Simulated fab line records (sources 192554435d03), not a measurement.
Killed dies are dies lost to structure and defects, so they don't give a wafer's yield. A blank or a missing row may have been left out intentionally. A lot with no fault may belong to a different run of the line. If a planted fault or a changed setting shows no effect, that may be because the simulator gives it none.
Chamber matching :: flow n5 finfet :: N5_BEOL_M11_ETCH_61 on rie diel-06: 4 sister chambers
The step etches SiARC in CF4, target depth 39 nm, time 65 s. 8 wafers are shown with their chamber, then 11 later ones without.

## WAFERS, EACH WITH ITS CHAMBER
wafer: L081.1
chamber: 0
drypump motor current A (A): 5.1
showerhead plenum p Torr (Torr): 2.04

wafer: L085.2
chamber: 1
drypump motor current A (A): 6.6
showerhead plenum p Torr (Torr): 2.25

wafer: L085.3
chamber: 0
drypump motor current A (A): 5.1
showerhead plenum p Torr (Torr): 2.03

wafer: L085.6
chamber: 3
drypump motor current A (A): 6.5
showerhead plenum p Torr (Torr): 2.21

wafer: L086.2
chamber: 3
drypump motor current A (A): 6.4
showerhead plenum p Torr (Torr): 2.21

wafer: L086.3
chamber: 1
drypump motor current A (A): 6.6
showerhead plenum p Torr (Torr): 2.25

wafer: L086.4
chamber: 2
drypump motor current A (A): 5.9
showerhead plenum p Torr (Torr): 2.10

wafer: L094.2
chamber: 2
drypump motor current A (A): 5.9
showerhead plenum p Torr (Torr): 2.10

## WAFERS WITH NO CHAMBER GIVEN
wafer: L094.5
drypump motor current A (A): 6.6
showerhead plenum p Torr (Torr): 2.25

wafer: L094.6
drypump motor current A (A): 5.9
showerhead plenum p Torr (Torr): 2.10

wafer: L092.1
drypump motor current A (A): 6.5
showerhead plenum p Torr (Torr): 2.21

wafer: L092.2
drypump motor current A (A): 5.9
showerhead plenum p Torr (Torr): 2.10

wafer: L092.5
drypump motor current A (A): 6.5
showerhead plenum p Torr (Torr): 2.24

wafer: L091.2
drypump motor current A (A): 5.9
showerhead plenum p Torr (Torr): 2.10

wafer: L091.3
drypump motor current A (A): 6.5
showerhead plenum p Torr (Torr): 2.21

wafer: L091.4
drypump motor current A (A): 6.5
showerhead plenum p Torr (Torr): 2.21

wafer: L095.1
drypump motor current A (A): 5.1
showerhead plenum p Torr (Torr): 2.03

wafer: L095.3
drypump motor current A (A): 6.5
showerhead plenum p Torr (Torr): 2.20

wafer: L095.4
drypump motor current A (A): 5.9
showerhead plenum p Torr (Torr): 2.10

## WHICH CHAMBER EACH WENT THROUGH
wafer: L094.5
from the rows above: 1
in truth: 1

wafer: L094.6
from the rows above: 2
in truth: 2

wafer: L092.1
from the rows above: 3
in truth: 3

wafer: L092.2
from the rows above: 2
in truth: 2

wafer: L092.5
from the rows above: 1
in truth: 1

wafer: L091.2
from the rows above: 2
in truth: 2

wafer: L091.3
from the rows above: 3
in truth: 3

wafer: L091.4
from the rows above: 3
in truth: 3

wafer: L095.1
from the rows above: 0
in truth: 0

wafer: L095.3
from the rows above: 3
in truth: 3

wafer: L095.4
from the rows above: 2
in truth: 2
Placed correctly: 11 of 11. Number that these rows cannot place: 0. Placed wrongly: 0.
How it was worked out, from the rows above alone: a wafer's distance from a chamber is the root of the sum, over the readings, of the square of ((its reading less the chamber's mean) divided by the reading's scatter). The wafer belongs to the nearest chamber; if the next one is less than 2 further off, it can't be placed. Each chamber's mean is taken over the wafers shown for it. The scatter: the root of (the sum of the squares of (reading less its chamber's mean) over the shown wafers, divided by (wafers less chambers)).
